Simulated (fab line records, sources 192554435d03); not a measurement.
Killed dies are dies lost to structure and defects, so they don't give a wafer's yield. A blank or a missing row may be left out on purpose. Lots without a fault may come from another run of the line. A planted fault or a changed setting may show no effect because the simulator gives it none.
fab line records | flow n5_finfet
record lots=6 wafers=18 last_day=18
route steps=1938 shown BEOL_M4@1078 PASSIVATION@1936
lots that met no fault: from a run of the same line without faults
start_h: hours from the record's first day to the start of the lot's first wafer shown | wait_h: hours since the lot's step before | " the same as in the row above | L1.1+2: a row that stands for several wafers | - no value, or no start given | * or withheld: withheld | < > ~ a bound
route shown NAME@n: a module of which the file shows steps, and the number in the route of the first | usual: mean/standard deviation of fault-free wafers | same: alike in all rows | chamber/n: place in a boat | sites: the reading at each site | _std_site: their standard deviation | _edge_site: outer sites' mean less inner sites' | radius_mm: how far each site lies from the wafer's centre | mask NAME#n: copy n | behind: the tool/chamber that last shaped the wafer | hold: why the lot was held/for how many hours/how that ended | device: the transistor (n, p or np) that didn't switch | end of line: the same wafers' tests at the end of the route | a step without rows: its recipe alone | killed: dies lost to structure and defects at the first sort, not the wafer's yield | map: a wafer's dies, x killed, . not, _ none there
set.NAME: the setting as run; set.NAME@STEP: as run at that earlier step | model.NAME: the simulator's own value behind a step, which no gauge read
lots at some steps of the route; a table a step, a row a wafer
services: from which hour (start_h, from the record's first day; less than 0 if before it) a tool's chamber was out of use, for how many hours, and why
## steps
# step N5_BEOL_M4_CD_MEAS_35
# recipe target_cd_nm=18 target_cd_y_nm=22.4 polarity=opening
# usual cd_nm=18.04/0.28
# columns lot.wafer tool chamber start_h wait_h cd_nm
L127.1 cd_sem-01 - 151.24 0.0 17.77
L127.5 " - " " 17.91
L127.6 " - " " 17.77
L135.1 cd_sem-03 - 229.53 0.0 17.76
L135.3 " - " " 18.30
L135.6 " - " " 18.09
L137.1 cd_sem-01 - 239.03 0.0 18.20
L137.5 " - " " 17.84
L137.6 " - " " 18.27
L142.1 cd_sem-03 - 261.17 0.0 18.45
L142.2 " - " " 17.86
L142.6 " - " " 18.39
L143.1 cd_sem-01 - 276.76 0.0 18.36
L143.5 " - " " 18.68
L143.6 " - " " 18.12
L150.2 cd_sem-01 - 318.09 0.0 17.61
L150.4 " - " " 18.17
L150.5 " - " " 18.05
# step N5_BEOL_M4_DEGAS_44
# recipe ambient=vacuum temp_c=250 time_s=60
# usual heater_power_w=328/33
# columns lot.wafer tool chamber start_h wait_h heater_power_w
L127.1 pvd_sputter-01 - 152.07 0.8 338
L127.5 " - " " 325
L127.6 " - " " 342
L135.1 pvd_sputter-02 - 229.57 0.0 337
L135.3 " - " " 352
L135.6 " - " " 351
L137.1 pvd_sputter-03 - 239.47 0.4 329
L137.5 " - " " 364
L137.6 " - " " 312
L142.1 pvd_sputter-03 - 261.48 0.3 305
L142.2 " - " " 332
L142.6 " - " " 346
L143.1 pvd_sputter-03 - 277.12 0.4 337
L143.5 " - " " 338
L143.6 " - " " 340
L150.2 pvd_sputter-03 - 318.90 0.8 310
L150.4 " - " " 323
L150.5 " - " " 308
# step N5_BEOL_M4_PRE_CLEAN_45
# recipe gas=H2/He time_s=30 temp_c=250
# step N5_BEOL_M4_ALD_84
# recipe material=TaN target_thk_a=* temp_c=275 ald_precursor_family=PDMAT ald_co_reactant=NH3 pressure_torr=3 carrier_flow_sccm=1500 pulse_time_s=2 purge_time_s=3 co_reactant_purge_time_s=2 co_reactant_pulse_time_s=3 ald_cycles=30 precursor_vessel_temp_c=75 precursor_vessel_pressure_torr=26.25 precursor_vessel_carrier_sccm=1000
# usual heater_power_w=443/47
# columns lot.wafer tool chamber start_h wait_h heater_power_w
L127.1 ald_metal-01 2 152.28 0.1 419
L127.5 " 1 " " 525
L127.6 " 0 " " 448
L135.1 ald_metal-04 1 229.67 0.0 413
L135.3 " 0 " " 452
L135.6 " 3 " " 375
L137.1 ald_metal-04 1 239.61 0.1 428
L137.5 " 2 " " 503
L137.6 " 1 " " 430
L142.1 ald_metal-01 2 261.60 0.1 413
L142.2 " 0 " " 447
L142.6 " 1 " " 534
L143.1 ald_metal-03 1 277.25 0.1 476
L143.5 " 1 " " 474
L143.6 " 2 " " 448
L150.2 ald_metal-01 3 319.04 0.1 365
L150.4 " 2 " " 413
L150.5 " 2 " " 417
# step N5_BEOL_M4_SURFACE_TREAT_85
# recipe gas=Ar time_s=* ion_energy_ev=* ion_current_ma_cm2=0.5 pressure_mtorr=* ar_flow_sccm=30
# step N5_BEOL_M4_CVD_47
# recipe material=Co target_thk_a=30 temp_c=withheld precursor=CCTBA/H2 pressure_torr=30 time_s=223.8
# step N5_BEOL_M4_SPUTTER_48
# recipe material=Cu target_thk_a=45 temp_c=-20 chamber_pressure_pa=0.07 power_w=withheld time_s=8.29
# usual chamber_pressure_pa=0.06998/0.00015 chuck_gas_flow_sccm=1.27/0.046 throttle_valve_pct=30.4/1.2
# columns lot.wafer tool chamber start_h wait_h chamber_pressure_pa chuck_gas_flow_sccm throttle_valve_pct
L127.1 pvd_sputter-01 - 152.99 0.2 0.07002 1.26 31.5
L127.5 " - " " 0.07003 1.21 31.2
L127.6 " - " " 0.07008 1.31 30.5
L135.1 pvd_sputter-03 - 230.21 0.1 0.07015 1.27 29.9
L135.3 " - " " 0.07011 1.34 29.3
L135.6 " - " " 0.06984 1.27 32.6
L137.1 pvd_sputter-01 - 240.21 0.2 0.0701 1.21 30.2
L137.5 " - " " 0.06988 1.22 31.3
L137.6 " - " " 0.06975 1.29 28.3
L142.1 pvd_sputter-02 - 262.24 0.1 0.0702 1.22 31.7
L142.2 " - " " 0.07024 1.25 30.3
L142.6 " - " " 0.0703 1.27 31.6
L143.1 pvd_sputter-01 - 277.86 0.2 0.07001 1.20 31.5
L143.5 " - " " 0.07003 1.24 28.3
L143.6 " - " " 0.06988 1.31 30.3
L150.2 pvd_sputter-01 - 319.54 0.1 0.06981 1.31 30.1
L150.4 " - " " 0.0698 1.24 31.2
L150.5 " - " " 0.06993 1.25 30.6
# step N5_BEOL_M4_ANNEAL_49
# recipe temp_c=400 time_s=240 ambient=vacuum
# step N5_BEOL_M4_SPUTTER_79
# recipe material=Cu target_thk_a=45 temp_c=-20 chamber_pressure_pa=0.07 power_w=withheld time_s=8.29
# step N5_BEOL_M4_ANNEAL_80
# recipe temp_c=400 time_s=240 ambient=vacuum
# step N5_BEOL_M4_SPUTTER_81
# recipe material=Cu target_thk_a=45 temp_c=-20 chamber_pressure_pa=0.07 power_w=withheld time_s=8.29
# usual chamber_pressure_pa=0.07002/0.00015 chuck_gas_flow_sccm=1.27/0.054 throttle_valve_pct=30.4/1.2
# columns lot.wafer tool chamber start_h wait_h chamber_pressure_pa chuck_gas_flow_sccm throttle_valve_pct
L127.1 pvd_sputter-01 - 153.87 0.1 0.07008 1.27 31.4
L127.5 " - " " 0.07002 1.30 31.3
L127.6 " - " " 0.06996 1.26 30.5
L135.1 pvd_sputter-03 - 230.65 0.1 0.0699 1.20 29.9
L135.3 " - " " 0.06989 1.31 29.4
L135.6 " - " " 0.06989 1.23 32.7
L137.1 pvd_sputter-01 - 241.09 0.1 0.06982 1.30 30.5
L137.5 " - " " 0.07008 1.24 31.5
L137.6 " - " " 0.07011 1.25 28.4
L142.1 pvd_sputter-02 - 262.68 0.1 0.07003 1.27 31.7
L142.2 " - " " 0.07009 1.26 30.1
L142.6 " - " " 0.06989 1.25 31.4
L143.1 pvd_sputter-01 - 278.30 0.1 0.06993 1.27 31.4
L143.5 " - " " 0.07037 1.32 28.6
L143.6 " - " " 0.06994 1.25 30.4
L150.2 pvd_sputter-01 - 319.98 0.1 0.0699 1.30 30.1
L150.4 " - " " 0.0702 1.31 31.5
L150.5 " - " " 0.06996 1.25 30.5
# step N5_BEOL_M4_ANNEAL_82
# recipe temp_c=400 time_s=240 ambient=vacuum
# usual heater_power_w=805/90
# columns lot.wafer tool chamber start_h wait_h heater_power_w
L127.1 pvd_sputter-01 - 154.03 0.1 862
L127.5 " - " " 830
L127.6 " - " " 826
L135.1 pvd_sputter-03 - 230.73 0.0 837
L135.3 " - " " 832
L135.6 " - " " 787
L137.1 pvd_sputter-01 - 241.25 0.1 841
L137.5 " - " " 857
L137.6 " - " " 837
L142.1 pvd_sputter-02 - 262.76 0.0 882
L142.2 " - " " 845
L142.6 " - " " 866
L143.1 pvd_sputter-01 - 278.38 0.0 838
L143.5 " - " " 811
L143.6 " - " " 639
L150.2 pvd_sputter-01 - 320.06 0.0 625
L150.4 " - " " 817
L150.5 " - " " 631
# step N5_BEOL_M4_SPUTTER_86
# recipe material=Cu target_thk_a=45 temp_c=-20 chamber_pressure_pa=0.07 power_w=withheld time_s=8.29
# usual chamber_pressure_pa=0.07002/0.00014 chuck_gas_flow_sccm=1.27/0.049 throttle_valve_pct=30.4/1.2
# columns lot.wafer tool chamber start_h wait_h chamber_pressure_pa chuck_gas_flow_sccm throttle_valve_pct
L127.1 pvd_sputter-01 - 154.31 0.1 0.06996 1.26 31.4
L127.5 " - " " 0.07002 1.19 31.3
L127.6 " - " " 0.07012 1.27 30.4
L135.1 pvd_sputter-03 - 230.87 0.1 - - -
L135.3 " - " " - - -
L135.6 " - " " - - -
L137.1 pvd_sputter-01 - 241.53 0.1 - - -
L137.5 " - " " - - -
L137.6 " - " " - - -
L142.1 pvd_sputter-02 - 262.90 0.1 0.06992 1.32 31.4
L142.2 " - " " 0.06998 1.27 30.5
L142.6 " - " " 0.07004 1.18 31.4
L143.1 pvd_sputter-01 - 278.52 0.1 0.0699 1.23 31.6
L143.5 " - " " 0.06986 1.29 28.5
L143.6 " - " " 0.06997 1.25 30.2
L150.2 pvd_sputter-01 - 320.20 0.1 0.07003 1.17 30.2
L150.4 " - " " 0.07001 1.30 31.4
L150.5 " - " " 0.07007 1.31 30.4
# step N5_BEOL_M4_ANNEAL_87
# recipe temp_c=400 time_s=240 ambient=vacuum
# step N5_BEOL_M4_RC_MEAS_101
# usual DIBL_N=36.2/1.2 DIBL_P=36.3/1.3 IOFF_N=0.155/0.019 IOFF_P=0.210/0.029 ION_N=677/8.6 ION_P=465/6.8 SS_N=71.4/0.48 SS_P=73.2/0.53 VT_N=249.9/2.4 VT_P=-250/3.2
# columns lot.wafer tool chamber start_h wait_h DIBL_N[mV/V] DIBL_P[mV/V] IOFF_N[nA/um] IOFF_P[nA/um] ION_N[uA/um] ION_P[uA/um] SS_N[mV/dec] SS_P[mV/dec] VT_N[mV] VT_P[mV]
L127.1 prober-02 0 158.27 0.0 36.7 37.5 0.172 0.218 680 469 71.5 73.3 249.2 -250
L127.5 " 0 " " 37.2 37.8 0.173 0.225 686 469 71.9 72.9 251.2 -250
L127.6 " 0 " " 37.2 37.5 0.171 0.211 678 466 71.6 72.8 249.5 -249
L135.1 prober-02 0 233.22 0.0 36.7 36.5 0.170 0.264 670 465 72.4 73.8 245.2 -243
L135.3 " 0 " " 34.9 33.8 0.143 0.213 677 466 70.8 73.2 250.1 -249
L135.6 " 0 " " 35.1 34.1 0.148 0.218 676 469 71.9 72.7 249.4 -246
L137.1 prober-01 0 244.92 0.0 39.0 38.6 0.199 0.271 688 471 72.1 73.6 247.0 -243
L137.5 " 0 " " 35.3 34.6 0.131 0.211 679 472 71.0 72.2 253.8 -247
L137.6 " 0 " " 35.7 35.3 0.140 0.217 674 466 71.4 72.3 250.8 -247
L142.1 prober-01 0 265.34 0.0 36.1 37.4 0.172 0.262 693 477 70.8 73.1 246.9 -245
L142.2 " 0 " " 36.1 37.2 0.172 0.261 685 477 71.6 72.7 249.3 -244
L142.6 " 0 " " 35.6 35.8 0.153 0.229 679 465 71.8 72.3 249.8 -249
L143.1 prober-01 0 280.71 0.0 35.1 35.7 0.141 0.174 672 456 71.4 73.3 253.6 -255
L143.5 " 0 " " 34.8 34.8 0.125 0.171 658 455 71.3 73.1 253.4 -255
L143.6 " 0 " " 35.8 35.9 0.143 0.172 659 451 72.1 72.5 250.9 -257
L150.2 prober-02 0 322.93 0.2 35.8 33.9 0.136 0.171 666 457 71.1 72.9 251.7 -254
L150.4 " 0 " " 36.1 33.6 0.143 0.177 672 460 71.0 73.5 252.1 -252
L150.5 " 0 " " 34.6 32.5 0.121 0.152 661 452 70.6 72.2 253.8 -256
# step N5_PASSIVATION_PROBE_49
# usual defect_limited_yield=91.2/1.4 killed_at_M0_to_M3=34/10 killed_at_M4_up=13/5.1 killed_at_contacts=12/6.5 killed_at_front_end=41/11 killed_at_other=4/3.3 killed_dies=104/16 killed_open=69/13 killed_short=33/7 sort_bin_5_function=5.1/0.91 sort_bin_6_memory=3.3/0.69 sort_n_pass=1076/16 sort_yield_pct=91.2/1.4
# same gross_dies=1180 killed_at_back_side=0 sort_bin_4_leakage[%]=0 sort_bin_8_speed[%]=0
# columns lot.wafer tool chamber start_h wait_h defect_limited_yield[%] killed_at_M0_to_M3 killed_at_M4_up killed_at_contacts killed_at_front_end killed_at_other killed_dies killed_open killed_short sort_bin_5_function[%] sort_bin_6_memory[%] sort_n_pass sort_yield_pct[%]
L135.1 prober-02 - 343.48 0.8 93.3 20 10 18 27 4 79 48 25 4.2 2.4 1101 93.3
L135.3 prober-02 - 343.58 0.9 91.5 19 15 22 44 0 100 63 33 6.1 2.1 1080 91.5
L135.6 prober-02 - 343.73 1.0 90.5 21 11 13 65 2 112 88 21 5.7 3.8 1068 90.5
L137.1 prober-02 - 344.00 0.0 91.3 36 21 6 40 0 103 65 31 5.1 3.6 1077 91.3
L137.5 prober-02 - 344.20 0.2 90.0 56 14 10 37 1 118 80 34 5.8 3.9 1062 90.0
L137.6 prober-02 - 344.25 0.3 88.1 54 16 5 62 4 141 100 35 6.9 4.7 1039 88.1
# killed by level:class
L135.1 MOL_CONTACT_COAG:geometric_particle:open=13 MOL_CONTACT_COAG:geometric_particle:short=5 BEOL_M1:geometric_particle:open=5 FIN_SAQP:geometric_particle:open=4 STI_FIN_REVEAL:geometric_particle:open=4 GATE_CUT:geometric_particle:short=4 BEOL_M0_SAQP:geometric_particle:open=4 BEOL_M4:interface_void_opened=4
L135.3 MOL_CONTACT_COAG:geometric_particle:open=18 FIN_SAQP:geometric_particle:short=11 STI_FIN_REVEAL:geometric_particle:open=11 FIN_SAQP:geometric_particle:open=5 BEOL_M2:geometric_particle:open=5 BEOL_M5:geometric_particle:open=5 ILD0:geometric_particle:open=4 MOL_CONTACT_COAG:geometric_particle:short=4
L135.6 FIN_SAQP:geometric_particle:open=23 STI_FIN_REVEAL:geometric_particle:open=22 MOL_CONTACT_COAG:geometric_particle:open=10 BEOL_M1:geometric_particle:open=7 BEOL_M2:geometric_particle:open=6 FIN_SAQP:geometric_particle:short=4 STI_FIN_REVEAL:geometric_particle:short=4 BEOL_M3:geometric_particle:open=4
L137.1 STI_FIN_REVEAL:geometric_particle:open=15 BEOL_M2:geometric_particle:open=8 BEOL_M4:interface_void_opened=7 BEOL_M1:geometric_particle:open=6 FIN_SAQP:geometric_particle:short=5 MOL_CONTACT_COAG:geometric_particle:open=5 BEOL_M0_SAQP:geometric_particle:open=5 FIN_SAQP:geometric_particle:open=4
L137.5 STI_FIN_REVEAL:geometric_particle:open=15 BEOL_M0_SAQP:geometric_particle:open=13 BEOL_M0_SAQP:geometric_particle:short=12 BEOL_M3:geometric_particle:open=9 FIN_SAQP:geometric_particle:open=8 BEOL_M0:geometric_particle:open=8 FIN_SAQP:geometric_particle:short=6 MOL_CONTACT_COAG:geometric_particle:open=6
L137.6 STI_FIN_REVEAL:geometric_particle:open=25 FIN_SAQP:geometric_particle:open=15 BEOL_M1:geometric_particle:open=14 BEOL_M0_SAQP:geometric_particle:open=12 BEOL_M0_SAQP:geometric_particle:short=9 BEOL_M0:geometric_particle:open=8 BEOL_M3:geometric_particle:open=7 FIN_SAQP:geometric_particle:short=5
## services
# columns tool chamber start_h hours kind
pvd_sputter-01 - 146.86 5.2 repair
ald_metal-04 - 162.53 1.4 repair
ald_metal-03 - 186.55 8.7 pm
ald_metal-01 3 213.32 10.2 repair
ald_metal-04 0 236.31 25.0 repair
ald_metal-01 - 276.29 2.8 pm
ald_metal-01 - 280.01 1.3 repair
ald_metal-04 3 298.84 10.0 repair
ald_metal-04 - 316.94 2.8 pm
## key
first_sign step=N5_BEOL_M4_SPUTTER_86 reading=tool_record direction=missing
effect none on later readings
met_at N5_BEOL_M4_SPUTTER_86
struck_wafers L135.1,L135.3,L135.6,L137.1,L137.5,L137.6
onset_between 154.31 230.87
fault kind=skipped_step_whole tool=pvd_sputter-01,pvd_sputter-03 chamber=- onset_h=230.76 steps=N5_BEOL_M4_SPUTTER_86 scope=struck_lots_only
